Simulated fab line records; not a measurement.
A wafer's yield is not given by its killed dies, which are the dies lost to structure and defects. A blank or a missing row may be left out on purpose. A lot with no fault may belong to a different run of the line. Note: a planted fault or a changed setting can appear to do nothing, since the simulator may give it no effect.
fab line records	flow n5Finfet
record lots=24	wafers=72	lastDay=18
route steps=1938 shown BEOL_M2@876
lots that met no fault: taken from a fault-free run of the same line
startH: hours from the record's first day to the start of the lot's first wafer shown	waitH: time in hours since the lot's previous step	" identical to the entry in the row above	L1.1+2: a row that stands for several wafers	- no value, or no start was given	* or withheld: withheld	< > ~ a bound
route shown NAME@n: names a module that has steps shown in the file, with the first one's number in the route	usual: mean/standard deviation of fault-free wafers	same: alike in all rows	chamber/n: place in a boat	sites: readings site by site	_std_site: how widely they spread, as a standard deviation	_edge_site: inner sites' mean taken away from outer sites' mean	radiusMm: for every site, how far away it sits from the centre of the wafer	mask NAME#n: copy n	behind: the tool/chamber that last shaped the wafer	hold: what put the lot on hold/how long, in hours/how the hold closed	device: the n, p or np transistor that did not switch	end of line: tests run on the same wafers once the route is complete	for a step that has no rows: nothing shown but its recipe	killed: at the first sort, the dies lost to defects and structure; wafer yield is something else	map: the dies of a wafer, with x for killed, . for not killed, _ for no die there
set.NAME: the run value of the setting; set.NAME@STEP: its run value at that earlier step	model.NAME: the simulator's own value behind a step, which no gauge read
route steps across a sampled set of lots; one table per step, one row per wafer
services: when a tool's chamber went out of use (startH, in hours from the record's first day, below 0 if earlier), for how many hours, and the reason
## steps
# step N5_BEOL_M2_CD_MEAS_28
# recipe targetCdNm=26.2	landingEnergyEv=500	detector=seInlens	targetCdYNm=24.1	polarity=opening
# usual cdNm=26.24/0.23
lot.wafer	tool	chamber	startH	waitH	cdNm
L074.1	cdSem-02	0	136.59	-	26.46
L074.3	"	0	"	"	26.60
L074.5	"	0	"	"	26.43
L075.2	cdSem-03	0	136.69	-	26.11
L075.3	"	0	"	"	26.31
L075.4	"	0	"	"	26.31
L076.1	cdSem-02	0	138.51	-	26.35
L076.3	"	0	"	"	26.19
L076.5	"	0	"	"	26.28
L077.3	cdSem-02	0	148.96	-	25.82
L077.4	"	0	"	"	26.10
L077.6	"	0	"	"	26.67
L078.1	cdSem-02	0	157.15	-	26.17
L078.4	"	0	"	"	26.23
L078.6	"	0	"	"	26.28
L079.1	cdSem-03	0	161.16	-	26.32
L079.4	"	0	"	"	26.68
L079.6	"	0	"	"	26.44
L080.1	cdSem-03	0	175.06	-	26.11
L080.2	"	0	"	"	26.05
L080.3	"	0	"	"	26.26
L081.3	cdSem-03	0	184.81	-	26.09
L081.5	"	0	"	"	26.35
L081.6	"	0	"	"	26.10
L082.2	cdSem-01	0	186.08	-	26.20
L082.4	"	0	"	"	26.47
L082.6	"	0	"	"	26.66
L083.1	cdSem-02	0	186.92	-	25.97
L083.2	"	0	"	"	26.26
L083.6	"	0	"	"	26.05
L084.1	cdSem-03	0	193.09	-	26.20
L084.2	"	0	"	"	26.59
L084.4	"	0	"	"	26.67
L085.1	cdSem-02	0	204.65	-	26.01
L085.2	"	0	"	"	26.09
L085.3	"	0	"	"	26.28
L086.2	cdSem-01	0	207.92	-	26.04
L086.3	"	0	"	"	26.10
L086.6	"	0	"	"	26.14
L087.1	cdSem-03	0	213.44	-	26.42
L087.3	"	0	"	"	26.66
L087.5	"	0	"	"	26.23
L088.1	cdSem-03	0	216.66	-	26.30
L088.2	"	0	"	"	26.10
L088.6	"	0	"	"	25.89
L089.1	cdSem-03	0	222.32	-	26.24
L089.2	"	0	"	"	26.46
L089.5	"	0	"	"	26.07
L090.3	cdSem-02	0	230.09	-	25.95
L090.4	"	0	"	"	26.94
L090.5	"	0	"	"	26.36
L091.1	cdSem-03	0	232.03	-	26.17
L091.3	"	0	"	"	26.29
L091.5	"	0	"	"	26.34
L092.1	cdSem-02	0	241.37	-	25.94
L092.2	"	0	"	"	25.87
L092.3	"	0	"	"	25.90
L094.1	cdSem-02	0	255.43	-	26.31
L094.5	"	0	"	"	26.35
L094.6	"	0	"	"	26.46
L093.2	cdSem-02	0	258.31	-	26.01
L093.4	"	0	"	"	26.09
L093.6	"	0	"	"	26.58
L095.1	cdSem-01	0	266.98	-	26.26
L095.5	"	0	"	"	26.10
L095.6	"	0	"	"	26.19
L096.3	cdSem-03	0	268.19	-	26.15
L096.4	"	0	"	"	26.06
L096.5	"	0	"	"	26.21
L097.3	cdSem-01	0	272.79	-	25.74
L097.5	"	0	"	"	25.90
L097.6	"	0	"	"	26.16
# step N5_BEOL_M2_ETCH_70
# recipe chemistry=N2/H2	target=SOC	targetDepthA=800	overetchA=240	maskMaterial=SiARC	tempC=40	timeS=130	ionEnergyEv=200	pressureMtorr=30	sourceW=840	biasW=150	n2FlowSccm=200	h2FlowSccm=200
# usual drypumpMotorCurrentA=5.8/0.51	oesProductAu=0.58/0.048	rfVppV=524.0/2.5	showerheadPlenumPTorr=2.55/0.088	throttleValvePct=17.74/0.23
# same timeS=130
lot.wafer	tool	chamber	startH	waitH	drypumpMotorCurrentA	oesProductAu	rfHoursCounterH	rfVppV	showerheadPlenumPTorr	throttleValvePct
L074.1	rieDiel-01	0	137.13	0.0	5.8	0.55	148	523.7	2.54	17.59
L074.3	"	3	"	"	5.3	0.64	46	521.0	2.49	17.62
L074.5	"	0	"	"	5.8	0.56	-	524.9	2.54	17.59
L075.2	rieDiel-02	3	137.27	0.0	5.2	0.55	179	526.8	2.66	18.40
L075.3	"	1	"	"	5.5	0.51	202	525.7	2.62	17.63
L075.4	"	2	"	"	5.1	0.65	37	523.0	2.49	17.53
L076.1	rieDiel-02	0	140.41	0.0	6.1	0.61	69	526.5	2.59	17.47
L076.3	"	1	"	"	5.5	0.52	203	527.8	2.62	17.66
L076.5	"	0	"	"	6.1	0.61	-	525.0	2.59	17.46
L077.3	rieDiel-01	2	151.35	0.0	6.3	0.52	243	523.2	2.48	17.65
L077.4	"	0	"	"	5.8	0.55	154	521.4	2.54	17.59
L077.6	"	3	"	"	5.3	0.64	-	521.8	2.49	17.63
L078.1	rieDiel-06	1	159.73	0.0	5.2	0.56	128	526.6	2.65	17.88
L078.4	"	2	"	"	5.9	0.58	118	527.8	2.69	17.88
L078.6	"	1	"	"	5.2	0.56	-	527.3	2.65	17.88
L079.1	rieDiel-02	3	165.21	0.0	5.1	0.54	189	526.8	2.65	18.41
L079.4	"	1	"	"	5.5	0.51	211	527.3	2.62	17.66
L079.6	"	3	"	"	5.2	0.54	-	526.0	2.65	18.41
L080.1	rieDiel-06	2	176.50	0.0	5.9	0.57	122	528.2	2.69	17.87
L080.2	"	0	"	"	6.7	0.67	7	525.4	2.61	17.64
L080.3	"	3	"	"	5.6	0.55	148	521.9	2.45	17.73
L081.3	rieDiel-01	1	187.28	0.0	6.4	0.58	120	519.4	2.46	17.59
L081.5	"	3	"	"	5.3	0.62	-	523.1	2.48	17.66
L081.6	"	0	"	"	5.7	0.55	-	523.7	2.53	17.61
L082.2	rieDiel-06	2	187.29	0.0	5.9	0.57	126	527.4	2.68	17.90
L082.4	"	3	"	"	5.6	0.54	152	522.3	2.44	17.72
L082.6	"	0	"	"	6.7	0.67	-	525.0	2.60	17.65
L083.1	rieDiel-01	0	191.28	0.0	5.7	0.53	170	522.3	2.53	17.61
L083.2	"	1	"	"	6.4	0.58	121	522.9	2.46	17.60
L083.6	"	3	"	"	5.3	0.62	-	522.0	2.48	17.67
L084.1	rieDiel-06	0	194.18	0.0	6.7	0.67	14	525.3	2.60	17.66
L084.2	"	1	"	"	5.2	0.55	140	528.7	2.65	17.88
L084.4	"	3	"	"	5.6	0.54	155	520.6	2.44	17.74
L085.1	rieDiel-06	1	207.28	0.0	5.2	0.55	144	527.9	2.64	17.90
L085.2	"	3	"	"	5.6	0.53	159	522.2	2.44	17.74
L085.3	"	0	"	"	6.7	0.66	18	524.7	2.60	17.67
L086.2	rieDiel-06	0	211.97	0.0	6.7	0.66	20	526.5	2.60	17.66
L086.3	"	1	"	"	5.2	0.55	146	526.7	2.64	17.93
L086.6	"	3	"	"	5.6	0.54	-	521.1	2.44	17.76
L087.1	rieDiel-06	2	214.91	0.0	5.9	0.57	136	526.4	2.68	17.91
L087.3	"	1	"	"	5.2	0.55	147	526.6	2.64	17.92
L087.5	"	1	"	"	5.2	0.55	-	526.4	2.64	17.90
L088.1	rieDiel-01	0	217.69	0.0	5.8	0.53	182	523.1	2.53	17.65
L088.2	"	1	"	"	6.4	0.56	134	519.3	2.45	17.64
L088.6	"	0	"	"	5.8	0.53	-	524.8	2.53	17.64
L089.1	rieDiel-06	0	228.89	0.0	6.6	0.65	25	524.3	2.60	17.67
L089.2	"	1	"	"	5.2	0.54	151	527.7	2.64	17.92
L089.5	"	0	"	"	6.7	0.65	-	526.7	2.60	17.68
L090.3	rieDiel-01	1	233.85	0.0	6.4	0.57	139	521.2	2.45	17.63
L090.4	"	0	"	"	5.7	0.53	187	525.6	2.53	17.63
L090.5	"	2	"	"	6.3	0.68	-	522.0	2.47	17.19
L091.1	rieDiel-06	1	233.97	0.0	5.2	0.55	153	527.5	2.64	17.91
L091.3	"	3	"	"	5.6	0.54	168	522.1	2.44	17.76
L091.5	"	0	"	"	6.7	0.64	-	524.9	2.60	17.68
L092.1	rieDiel-01	3	243.46	0.0	5.3	0.61	81	522.8	2.47	17.68
L092.2	"	1	"	"	6.4	0.56	142	522.2	2.45	17.66
L092.3	"	0	"	"	5.8	0.53	190	522.3	2.52	17.64
L094.1	rieDiel-06	0	259.42	0.0	6.7	0.63	36	523.7	2.59	17.68
L094.5	"	2	"	"	5.9	0.56	-	528.1	2.67	17.94
L094.6	"	3	"	"	5.6	0.53	-	520.1	2.43	17.78
L093.2	rieDiel-06	3	264.40	0.0	5.6	0.53	178	520.1	2.43	17.77
L093.4	"	0	"	"	6.7	0.63	37	526.1	2.59	17.68
L093.6	"	2	"	"	5.9	0.55	-	526.9	2.67	17.93
L095.1	rieDiel-02	3	274.33	0.0	5.2	0.51	230	525.3	2.64	18.47
L095.5	"	2	"	"	5.1	0.60	-	521.7	2.47	17.62
L095.6	"	0	"	"	6.1	0.57	-	524.6	2.57	17.54
L096.3	rieDiel-01	3	274.60	0.0	5.3	0.60	92	521.8	2.47	17.68
L096.4	"	2	"	"	6.3	0.66	28	522.4	2.47	17.23
L096.5	"	3	"	"	5.3	0.59	-	521.4	2.47	17.70
L097.3	rieDiel-06	2	274.81	0.0	5.9	0.55	153	526.5	2.67	17.93
L097.5	"	2	"	"	5.9	0.56	-	526.5	2.67	17.94
L097.6	"	1	"	"	5.2	0.54	-	525.8	2.63	17.96
# step N5_BEOL_M2_TRENCH_ETCH_37
# recipe chemistry=C4F6/O2	targetDepthA=555.55	target=SiOC	timeS=29.2	ionEnergyEv=250	pressureMtorr=30	sourceW=355	biasW=185	Ar_flow_sccm=300	C4F6_flow_sccm=10	O2_flow_sccm=10
# usual O2_flow_sccm=9.99/0.031	drypumpMotorCurrentA=5.8/0.51	oes_ar_750_au=0.79/0.069	oesProductAu=0.79/0.068	rfVppV=670/18	showerheadPlenumPTorr=2.86/0.088	throttleValvePct=20.82/0.2
# same timeS=29.2
lot.wafer	tool	chamber	startH	waitH	O2_flow_sccm	drypumpMotorCurrentA	oes_ar_750_au	oesProductAu	rfHoursCounterH	rfVppV	showerheadPlenumPTorr	throttleValvePct
L074.1	rieDiel-01	0	-	-	9.96	5.7	0.76	0.75	148	664	2.85	20.71
L074.3	"	3	"	"	9.97	5.3	0.88	0.87	46	657	2.79	20.70
L074.5	"	0	"	"	9.95	5.7	0.76	0.76	-	664	2.85	20.70
L075.2	rieDiel-02	3	-	-	10.02	5.2	0.74	0.73	179	663	2.95	21.32
L075.3	"	1	"	"	9.95	5.5	0.69	0.69	202	680	2.92	20.62
L075.4	"	2	"	"	10.03	5.1	0.90	0.90	37	629	2.78	20.45
L076.1	rieDiel-02	0	-	-	10.04	6.1	0.84	0.82	69	669	2.91	20.56
L076.3	"	1	"	"	10.03	5.5	0.70	0.69	203	681	2.92	20.63
L076.5	"	0	"	"	9.99	6.1	0.83	0.82	-	667	2.91	20.56
L077.3	rieDiel-01	2	-	-	10.01	6.2	0.71	0.69	243	637	2.82	20.90
L077.4	"	0	"	"	10.00	5.8	0.75	0.75	154	663	2.85	20.72
L077.6	"	3	"	"	9.98	5.3	0.87	0.85	-	654	2.79	20.70
L078.1	rieDiel-06	1	-	-	10.08	5.2	0.74	0.76	128	697	2.96	20.99
L078.4	"	2	"	"	10.01	5.9	0.79	0.79	118	689	3.00	20.98
L078.6	"	1	"	"	10.01	5.2	0.74	0.76	-	697	2.96	20.99
L079.1	rieDiel-02	3	-	-	9.94	5.1	0.74	0.72	189	662	2.95	21.35
L079.4	"	1	"	"	9.99	5.5	0.69	0.69	211	680	2.92	20.65
L079.6	"	3	"	"	9.97	5.1	0.74	0.73	-	664	2.95	21.34
L080.1	rieDiel-06	2	-	-	9.94	5.9	0.78	0.78	122	686	3.00	20.97
L080.2	"	0	"	"	10.03	6.7	0.93	0.93	7	660	2.90	20.68
L080.3	"	3	"	"	9.98	5.6	0.74	0.75	148	681	2.75	20.78
L081.3	rieDiel-01	1	-	-	9.96	6.4	0.78	0.79	120	671	2.77	20.74
L081.5	"	3	"	"	9.96	5.3	0.85	0.84	-	656	2.78	20.74
L081.6	"	0	"	"	10.00	5.7	0.74	0.74	-	662	2.85	20.73
L082.2	rieDiel-06	2	-	-	9.91	5.9	0.77	0.78	126	687	2.99	20.99
L082.4	"	3	"	"	10.00	5.6	0.74	0.75	152	682	2.75	20.77
L082.6	"	0	"	"	10.07	6.7	0.91	0.92	-	660	2.90	20.68
L083.1	rieDiel-01	0	-	-	9.99	5.7	0.74	0.74	170	664	2.85	20.74
L083.2	"	1	"	"	9.99	6.4	0.77	0.80	121	671	2.77	20.77
L083.6	"	3	"	"	9.97	5.3	0.85	0.84	-	656	2.78	20.74
L084.1	rieDiel-06	0	-	-	9.99	6.7	0.90	0.91	14	660	2.90	20.67
L084.2	"	1	"	"	9.95	5.2	0.73	0.75	140	699	2.95	21.03
L084.4	"	3	"	"	9.98	5.6	0.74	0.75	155	683	2.74	20.78
L085.1	rieDiel-06	1	-	-	10.01	5.2	0.73	0.73	144	698	2.95	21.03
L085.2	"	3	"	"	9.99	5.6	0.74	0.73	159	682	2.74	20.79
L085.3	"	0	"	"	9.96	6.7	0.89	0.89	18	661	2.90	20.67
L086.2	rieDiel-06	0	-	-	9.99	6.7	0.89	0.90	20	661	2.90	20.68
L086.3	"	1	"	"	10.01	5.2	0.73	0.74	146	698	2.95	21.02
L086.6	"	3	"	"	10.05	5.6	0.74	0.74	-	683	2.74	20.80
L087.1	rieDiel-06	2	-	-	10.03	5.9	0.76	0.77	136	688	2.99	21.00
L087.3	"	1	"	"	9.96	5.2	0.72	0.74	147	698	2.95	21.02
L087.5	"	1	"	"	10.02	5.2	0.72	0.74	-	697	2.95	21.02
L088.1	rieDiel-01	0	-	-	9.97	5.8	0.73	0.73	182	662	2.84	20.78
L088.2	"	1	"	"	10.02	6.4	0.76	0.77	134	669	2.76	20.77
L088.6	"	0	"	"	9.97	5.8	0.73	0.73	-	663	2.84	20.76
L089.1	rieDiel-06	0	-	-	10.02	6.7	0.88	0.89	25	660	2.90	20.69
L089.2	"	1	"	"	9.99	5.2	0.72	0.73	151	697	2.95	21.01
L089.5	"	0	"	"	9.99	6.7	0.89	0.89	-	660	2.90	20.70
L090.3	rieDiel-01	1	-	-	9.96	6.4	0.76	0.77	139	672	2.76	20.78
L090.4	"	0	"	"	10.00	5.7	0.73	0.72	187	663	2.84	20.77
L090.5	"	2	"	"	10.02	6.3	0.93	0.92	-	636	2.81	20.52
L091.1	rieDiel-06	1	-	-	10.03	5.2	0.73	0.73	153	697	2.95	21.02
L091.3	"	3	"	"	10.06	5.6	0.73	0.74	168	682	2.74	20.81
L091.5	"	0	"	"	9.99	6.7	0.88	0.88	-	661	2.89	20.68
L092.1	rieDiel-01	3	-	-	10.01	5.3	0.84	0.82	81	656	2.77	20.76
L092.2	"	1	"	"	10.01	6.4	0.75	0.75	142	671	2.76	20.78
L092.3	"	0	"	"	10.00	5.8	0.73	0.72	190	661	2.84	20.78
L094.1	rieDiel-06	0	-	-	9.99	6.7	0.87	0.86	36	660	2.89	20.73
L094.5	"	2	"	"	9.94	5.9	0.75	0.76	-	687	2.98	21.04
L094.6	"	3	"	"	10.02	5.6	0.73	0.72	-	681	2.73	20.82
L093.2	rieDiel-06	3	-	-	10.00	5.6	0.72	0.73	178	681	2.73	20.82
L093.4	"	0	"	"	9.99	6.6	0.87	0.86	37	660	2.89	20.70
L093.6	"	2	"	"	10.01	5.9	0.75	0.75	-	687	2.98	21.03
L095.1	rieDiel-02	3	-	-	10.04	5.2	0.71	0.69	230	663	2.93	21.41
L095.5	"	2	"	"	10.01	5.1	0.83	0.82	-	628	2.75	20.53
L095.6	"	0	"	"	10.03	6.1	0.78	0.78	-	667	2.89	20.63
L096.3	rieDiel-01	3	-	-	9.97	5.3	0.82	0.82	92	655	2.77	20.77
L096.4	"	2	"	"	9.99	6.2	0.91	0.89	28	635	2.80	20.54
L096.5	"	3	"	"	9.95	5.3	0.82	0.81	-	655	2.77	20.77
L097.3	rieDiel-06	2	-	-	9.99	5.9	0.75	0.75	153	687	2.98	21.04
L097.5	"	2	"	"	10.02	5.9	0.74	0.76	-	686	2.98	21.01
L097.6	"	1	"	"	10.00	5.2	0.71	0.73	-	697	2.94	21.06
# step N5_BEOL_M2_PRE_CLEAN_45
# recipe gas=H2/He	timeS=30	tempC=250
# usual heaterPowerW=336/28
# same timeS=30
lot.wafer	tool	chamber	startH	waitH	heaterPowerW
L074.1	pvdSputter-03	-	137.97	0.0	319
L074.3	"	-	"	"	308
L074.5	"	-	"	"	350
L075.2	pvdSputter-03	-	138.05	0.0	350
L075.3	"	-	"	"	303
L075.4	"	-	"	"	342
L076.1	pvdSputter-02	-	141.24	0.0	288
L076.3	"	-	"	"	364
L076.5	"	-	"	"	290
L077.3	pvdSputter-03	-	152.29	0.0	305
L077.4	"	-	"	"	311
L077.6	"	-	"	"	344
L078.1	pvdSputter-02	-	160.57	0.0	288
L078.4	"	-	"	"	372
L078.6	"	-	"	"	290
L079.1	pvdSputter-02	-	166.12	0.0	357
L079.4	"	-	"	"	367
L079.6	"	-	"	"	348
L080.1	pvdSputter-02	-	177.50	0.0	405
L080.2	"	-	"	"	342
L080.3	"	-	"	"	353
L081.3	pvdSputter-03	-	188.68	0.0	347
L081.5	"	-	"	"	361
L081.6	"	-	"	"	349
L082.2	pvdSputter-02	-	188.70	0.0	411
L082.4	"	-	"	"	354
L082.6	"	-	"	"	354
L083.1	pvdSputter-02	-	191.99	0.0	401
L083.2	"	-	"	"	354
L083.6	"	-	"	"	357
L084.1	pvdSputter-03	-	194.92	0.0	308
L084.2	"	-	"	"	316
L084.4	"	-	"	"	349
L085.1	pvdSputter-01	-	208.24	0.0	315
L085.2	"	-	"	"	314
L085.3	"	-	"	"	350
L086.2	pvdSputter-01	-	212.62	0.0	317
L086.3	"	-	"	"	352
L086.6	"	-	"	"	346
L087.1	pvdSputter-02	-	215.53	0.0	360
L087.3	"	-	"	"	402
L087.5	"	-	"	"	293
L088.1	pvdSputter-03	-	218.83	0.0	310
L088.2	"	-	"	"	309
L088.6	"	-	"	"	345
L089.1	pvdSputter-01	-	229.80	0.0	341
L089.2	"	-	"	"	311
L089.5	"	-	"	"	311
L090.3	pvdSputter-03	-	234.67	0.0	361
L090.4	"	-	"	"	305
L090.5	"	-	"	"	309
L091.1	pvdSputter-01	-	234.82	0.0	316
L091.3	"	-	"	"	310
L091.5	"	-	"	"	316
L092.1	pvdSputter-03	-	244.23	0.0	347
L092.2	"	-	"	"	314
L092.3	"	-	"	"	345
L094.1	pvdSputter-01	-	260.06	0.0	315
L094.5	"	-	"	"	308
L094.6	"	-	"	"	318
L093.2	pvdSputter-01	-	265.22	0.0	319
L093.4	"	-	"	"	319
L093.6	"	-	"	"	357
L095.1	pvdSputter-03	-	274.96	0.0	305
L095.5	"	-	"	"	304
L095.6	"	-	"	"	318
L096.3	pvdSputter-03	-	275.28	0.0	348
L096.4	"	-	"	"	350
L096.5	"	-	"	"	311
L097.3	pvdSputter-03	-	275.66	0.0	308
L097.5	"	-	"	"	346
L097.6	"	-	"	"	352
# step N5_BEOL_M2_ANNEAL_49
# recipe tempC=400	timeS=240	ambient=vacuum
# usual heaterPowerW=843/83	susceptor_temp_C_max=401.0/0.32
# same timeS=240
lot.wafer	tool	chamber	startH	waitH	heaterPowerW	susceptor_temp_C_max
L074.1	pvdSputter-03	-	138.77	0.0	798	400.6
L074.3	"	-	"	"	880	400.5
L074.5	"	-	"	"	773	402.0
L075.2	pvdSputter-02	-	138.78	0.0	998	401.5
L075.3	"	-	"	"	879	400.4
L075.4	"	-	"	"	742	401.3
L076.1	pvdSputter-02	-	142.16	0.0	727	401.4
L076.3	"	-	"	"	1011	400.8
L076.5	"	-	"	"	979	401.5
L077.3	pvdSputter-02	-	153.88	0.0	1017	401.1
L077.4	"	-	"	"	897	400.5
L077.6	"	-	"	"	888	400.6
L078.1	pvdSputter-03	-	163.20	0.0	765	401.1
L078.4	"	-	"	"	750	401.5
L078.6	"	-	"	"	877	400.3
L079.1	pvdSputter-03	-	167.37	0.0	781	401.3
L079.4	"	-	"	"	765	401.0
L079.6	"	-	"	"	774	400.9
L080.1	pvdSputter-02	-	178.18	0.0	1020	401.2
L080.2	"	-	"	"	900	400.8
L080.3	"	-	"	"	853	400.6
L081.3	pvdSputter-03	-	189.28	0.0	880	401.0
L081.5	"	-	"	"	867	401.2
L081.6	"	-	"	"	762	400.7
L082.2	pvdSputter-02	-	189.37	0.0	738	401.1
L082.4	"	-	"	"	906	401.0
L082.6	"	-	"	"	904	401.0
L083.1	pvdSputter-02	-	192.69	0.0	723	400.9
L083.2	"	-	"	"	914	400.8
L083.6	"	-	"	"	881	401.2
L084.1	pvdSputter-03	-	195.60	0.0	889	401.0
L084.2	"	-	"	"	777	401.3
L084.4	"	-	"	"	796	400.6
L085.1	pvdSputter-01	-	210.52	0.0	774	400.5
L085.2	"	-	"	"	879	401.1
L085.3	"	-	"	"	879	400.6
L086.2	pvdSputter-02	-	213.43	0.0	866	400.6
L086.3	"	-	"	"	727	400.7
L086.6	"	-	"	"	894	400.9
L087.1	pvdSputter-03	-	216.19	0.0	777	401.3
L087.3	"	-	"	"	857	400.6
L087.5	"	-	"	"	757	401.4
L088.1	pvdSputter-02	-	219.90	0.0	900	400.5
L088.2	"	-	"	"	714	400.9
L088.6	"	-	"	"	867	400.9
L089.1	pvdSputter-01	-	230.82	0.0	777	401.1
L089.2	"	-	"	"	789	400.4
L089.5	"	-	"	"	787	400.7
L090.3	pvdSputter-03	-	235.90	0.0	864	400.9
L090.4	"	-	"	"	871	401.1
L090.5	"	-	"	"	864	400.6
L091.1	pvdSputter-02	-	237.21	0.0	903	400.7
L091.3	"	-	"	"	869	401.1
L091.5	"	-	"	"	985	400.6
L092.1	pvdSputter-01	-	244.93	0.0	781	401.2
L092.2	"	-	"	"	867	401.2
L092.3	"	-	"	"	779	400.4
L094.1	pvdSputter-03	-	262.44	0.0	760	401.5
L094.5	"	-	"	"	772	401.7
L094.6	"	-	"	"	745	400.6
L093.2	pvdSputter-03	-	265.91	0.0	760	401.2
L093.4	"	-	"	"	858	401.0
L093.6	"	-	"	"	771	401.3
L095.1	pvdSputter-02	-	275.69	0.0	904	401.0
L095.5	"	-	"	"	725	401.1
L095.6	"	-	"	"	869	400.7
L096.3	pvdSputter-01	-	276.94	0.0	781	401.1
L096.4	"	-	"	"	865	401.0
L096.5	"	-	"	"	781	401.0
L097.3	pvdSputter-02	-	278.01	0.0	725	400.6
L097.5	"	-	"	"	895	400.8
L097.6	"	-	"	"	708	400.5
# step N5_BEOL_M2_SPUTTER_86
# recipe material=Cu	targetThkA=45	tempC=-20	chamberPressurePa=0.07	powerW=withheld	timeS=8.29
# usual chuckSensorTempC=-16.0/0.46	throttleValvePct=29.9/1.4
# same timeS=8.29
lot.wafer	tool	chamber	startH	waitH	chuckSensorTempC	throttleValvePct
L074.1	pvdSputter-03	-	139.35	0.1	-15.7	30.4
L074.3	"	-	"	"	-16.0	28.2
L074.5	"	-	"	"	-15.8	26.9
L075.2	pvdSputter-02	-	139.36	0.1	-15.4	30.1
L075.3	"	-	"	"	-16.5	30.9
L075.4	"	-	"	"	-16.5	29.8
L076.1	pvdSputter-02	-	142.74	0.1	-16.6	30.0
L076.3	"	-	"	"	-15.4	29.8
L076.5	"	-	"	"	-15.3	29.7
L077.3	pvdSputter-02	-	154.46	0.1	-15.4	29.8
L077.4	"	-	"	"	-16.6	32.3
L077.6	"	-	"	"	-16.5	32.2
L078.1	pvdSputter-03	-	163.78	0.1	-15.7	30.5
L078.4	"	-	"	"	-15.9	27.0
L078.6	"	-	"	"	-15.2	29.5
L079.1	pvdSputter-03	-	167.95	0.1	-15.7	30.2
L079.4	"	-	"	"	-15.7	27.0
L079.6	"	-	"	"	-15.8	26.9
L080.1	pvdSputter-02	-	178.76	0.1	-15.3	30.0
L080.2	"	-	"	"	-16.5	32.2
L080.3	"	-	"	"	-16.5	31.0
L081.3	pvdSputter-03	-	189.86	0.1	-15.3	29.4
L081.5	"	-	"	"	-15.9	28.0
L081.6	"	-	"	"	-15.5	30.3
L082.2	pvdSputter-02	-	189.95	0.1	-16.6	29.9
L082.4	"	-	"	"	-16.5	32.5
L082.6	"	-	"	"	-16.6	32.4
L083.1	pvdSputter-02	-	193.27	0.1	-16.5	30.1
L083.2	"	-	"	"	-16.4	32.4
L083.6	"	-	"	"	-16.2	30.8
L084.1	pvdSputter-03	-	196.18	0.1	-15.3	29.5
L084.2	"	-	"	"	-16.0	26.7
L084.4	"	-	"	"	-15.4	30.1
L085.1	pvdSputter-01	-	211.10	0.1	-16.3	29.3
L085.2	"	-	"	"	-16.3	30.4
L085.3	"	-	"	"	-16.1	29.4
L086.2	pvdSputter-02	-	214.01	0.1	-16.5	31.0
L086.3	"	-	"	"	-16.5	29.9
L086.6	"	-	"	"	-16.5	31.2
L087.1	pvdSputter-03	-	216.77	0.1	-15.7	30.4
L087.3	"	-	"	"	-16.1	28.3
L087.5	"	-	"	"	-15.8	27.0
L088.1	pvdSputter-02	-	220.48	0.1	-16.6	32.5
L088.2	"	-	"	"	-16.7	29.5
L088.6	"	-	"	"	-16.5	31.1
L089.1	pvdSputter-01	-	231.40	0.1	-16.1	31.1
L089.2	"	-	"	"	-16.2	29.3
L089.5	"	-	"	"	-16.2	29.6
L090.3	pvdSputter-03	-	236.48	0.1	-15.3	29.4
L090.4	"	-	"	"	-15.9	28.4
L090.5	"	-	"	"	-15.9	28.1
L091.1	pvdSputter-02	-	237.79	0.1	-16.6	32.1
L091.3	"	-	"	"	-16.4	31.0
L091.5	"	-	"	"	-15.4	30.1
L092.1	pvdSputter-01	-	245.51	0.1	-16.1	31.1
L092.2	"	-	"	"	-16.4	30.3
L092.3	"	-	"	"	-16.2	29.1
L094.1	pvdSputter-03	-	263.02	0.1	-15.9	27.0
L094.5	"	-	"	"	-15.8	26.9
L094.6	"	-	"	"	-15.6	30.3
L093.2	pvdSputter-03	-	266.49	0.1	-15.7	26.8
L093.4	"	-	"	"	-15.4	29.5
L093.6	"	-	"	"	-15.5	30.2
L095.1	pvdSputter-02	-	276.27	0.1	-16.7	32.3
L095.5	"	-	"	"	-16.4	30.1
L095.6	"	-	"	"	-16.4	31.2
L096.3	pvdSputter-01	-	277.52	0.1	-16.0	30.9
L096.4	"	-	"	"	-16.2	29.5
L096.5	"	-	"	"	-16.2	29.2
L097.3	pvdSputter-02	-	278.59	0.1	-16.7	30.1
L097.5	"	-	"	"	-16.4	32.5
L097.6	"	-	"	"	-16.4	30.1
## services
tool	chamber	startH	hours	kind
rieDiel-06	2	114.80	11.1	repair
pvdSputter-02	-	123.02	3.6	repair
rieDiel-06	0	134.71	-	clean
rieDiel-06	0	134.71	-	consumableReplace:focusRing
rieDiel-06	0	134.71	19.3	scheduledDown
rieDiel-06	0	134.71	19.3	ventCycle
rieDiel-01	2	173.74	-	clean
rieDiel-01	2	173.74	-	consumableReplace:focusRing
rieDiel-01	2	173.74	24.4	scheduledDown
rieDiel-01	2	173.74	24.4	ventCycle
rieDiel-02	-	186.88	2.8	pm
rieDiel-01	3	202.68	8.3	repair
rieDiel-06	2	233.31	5.4	repair
rieDiel-02	1	272.82	-	clean
rieDiel-02	1	272.82	-	consumableReplace:focusRing
rieDiel-02	1	272.82	19.7	scheduledDown
rieDiel-02	1	272.82	19.7	ventCycle
pvdSputter-03	-	276.23	36.1	repair
rieDiel-01	-	276.74	3.5	repair
## key
fault none
